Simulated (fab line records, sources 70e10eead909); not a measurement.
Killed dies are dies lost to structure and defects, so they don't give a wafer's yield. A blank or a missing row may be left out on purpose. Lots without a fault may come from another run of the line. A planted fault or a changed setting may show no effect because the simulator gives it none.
A struck lot beside a sound one | flow nand_harc | 21 steps out of a route of 1302
Sound: wafers L365.3, L365.4, L365.5. Struck: wafers L379.2, L379.4. (L379.5 of the same lot was not struck and is left out.) The cause comes at the end.
At each step with rows: each side's tool, then ch and its chambers, then its first start. Under that, the readings that differ: sound wafers | struck wafers | difference of the means | sigmas: that difference in standard deviations of wafers without a fault.
alike: readings whose means differ by less than 2 such deviations, and words and numbers that are the same on both sides. not compared: withheld readings, readings that some wafer has no value for, bounds like >300 that may hide the same value, and numbers for which the record gives no deviation and whose values overlap.
The two part at a step that has a row with sigmas, a row that says differs or no value, or rows on one side only. Numbers that don't overlap but have no deviation are shown without sigmas and don't part them. A reading that every wafer of one side lacks parts them only if that side has two wafers or more.

NHARC_A_BLC_CVD_24: deposits W, target thk 150 nm, time 434 s.
  sound on cvd_w-02 ch 0,1; struck on cvd_w-02 ch 1
  alike: heater_power_outer_w, heater_power_w, throttle_valve_pct
NHARC_A_BLC_CMP_25: polishes, t overpolish 30 s, target thk 150 nm.
  sound on cmp-04 ch 0,1, day 25 03:34; struck on cmp-03 ch 2,3, day 31 19:23
  alike: motor_current_A, overpolish_run_s, time_to_endpoint_s
then, 1 step without rows for these wafers: NHARC_A_BLC_SRD_27.
NHARC_A_BLC_INSPECT_28:
  sound on defect_inspect-01, day 25 03:58; struck on defect_inspect-02, day 31 19:44
  reading          | sound       | struck  | difference | sigmas
  raw_defect_count | 329 378 327 | 656 567 | +267       | +2
then, 7 steps without rows for these wafers: NHARC_A_M0_DEP_00 (deposits SiOC, target thk 150 nm); NHARC_A_M0_DEHYDRATE_01 (time 120 s); NHARC_A_M0_HMDS_02 (time 30 s); NHARC_A_M0_COAT_33 (time 65 s); NHARC_A_M0_COAT_03 (resist thk 90 nm); NHARC_A_M0_SOFTBAKE_04 (time 55 s); NHARC_A_M0_EBR_05.
NHARC_A_M0_EXPOSE_06: exposes mask A M0, target cd 80 nm.
  sound on arfi_scanner-03 ch 0, day 25 04:43; struck on arfi_scanner-03 ch 0, day 31 20:31
  alike: mask, reticle_temp_C, stage_vel_mm_s
then, 2 steps without rows for these wafers: NHARC_A_M0_PEB_07 (peb time 65 s); NHARC_A_M0_DEVELOP_08 (develop time 35 s).
NHARC_A_M0_CD_MEAS_09: target cd 80 nm.
  sound on cd_sem-03 ch 0, day 25 04:52; struck on cd_sem-01 ch 0, day 31 20:38
  reading    | sound          | struck    | difference | sigmas
  cd_nm (nm) | 79.6 80.0 78.8 | 69.0 68.1 | -10.9      | -20
NHARC_A_M0_OVL_MEAS_10: pitch 160 nm.
  sound on overlay-02, day 25 04:56; struck on overlay-02, day 31 20:44
  alike: overlay_x_nm, overlay_y_nm
NHARC_A_M0_INSPECT_11:
  sound on defect_inspect-01, day 25 04:59; struck on defect_inspect-02, day 31 20:46
  alike: raw_defect_count
NHARC_A_M0_DESCUM_14: chemistry O2, time 3 s.
  sound on rie_diel-05 ch 2,3, day 25 05:02; struck on rie_diel-13 ch 0,1, day 31 20:50
  reading               | sound             | struck      | difference | sigmas
  model.A_M0.cd_nm (nm) | 79.62 79.83 78.68 | 68.96 68.06 | -10.87     |
  alike: drypump_motor_current_A, oes_product_au, rf_vpp_V, showerhead_plenum_p_Torr, throttle_valve_pct
  not compared: rf_hours_counter_h
NHARC_A_M0_ETCH_34: etches the open film in N2/H2, target depth 40 nm, overetch 12 nm, time 43.94 s.
  sound on rie_diel-05 ch 1,2,3, day 25 05:07; struck on rie_diel-13 ch 1,3, day 31 20:55
  reading             | sound             | struck      | difference | sigmas
  n2_flow_sccm (sccm) | 149.6 149.3 149.6 | 150.4 150.6 | +1.0       | +2
  alike: drypump_motor_current_A, h2_flow_sccm, oes_product_au, rf_vpp_V, showerhead_plenum_p_Torr, throttle_valve_pct
  not compared: rf_hours_counter_h
NHARC_A_M0_ETCH_15: etches the open film in C4F8/Ar, target depth 150 nm, overetch 15 nm, time 82.5 s.
  sound on rie_diel-05 ch 1,3; struck on rie_diel-13 ch 0,2
  reading               | sound             | struck      | difference | sigmas
  model.A_M0.cd_nm (nm) | 79.94 79.83 78.42 | 68.84 67.88 | -11.04     |
  alike: oes_product_au, rf_vpp_V
  not compared: rf_hours_counter_h
NHARC_A_M0_CD_MEAS_16:
  sound on cd_sem-02, day 25 05:20; struck on cd_sem-03, day 31 21:08
  reading    | sound          | struck    | difference | sigmas
  cd_nm (nm) | 79.7 79.8 78.5 | 68.7 68.0 | -11.0      | -18

WHERE THEY PART
First at NHARC_A_BLC_INSPECT_28; last, within this record, at NHARC_A_M0_CD_MEAS_16.

WHY: what the simulator had put in
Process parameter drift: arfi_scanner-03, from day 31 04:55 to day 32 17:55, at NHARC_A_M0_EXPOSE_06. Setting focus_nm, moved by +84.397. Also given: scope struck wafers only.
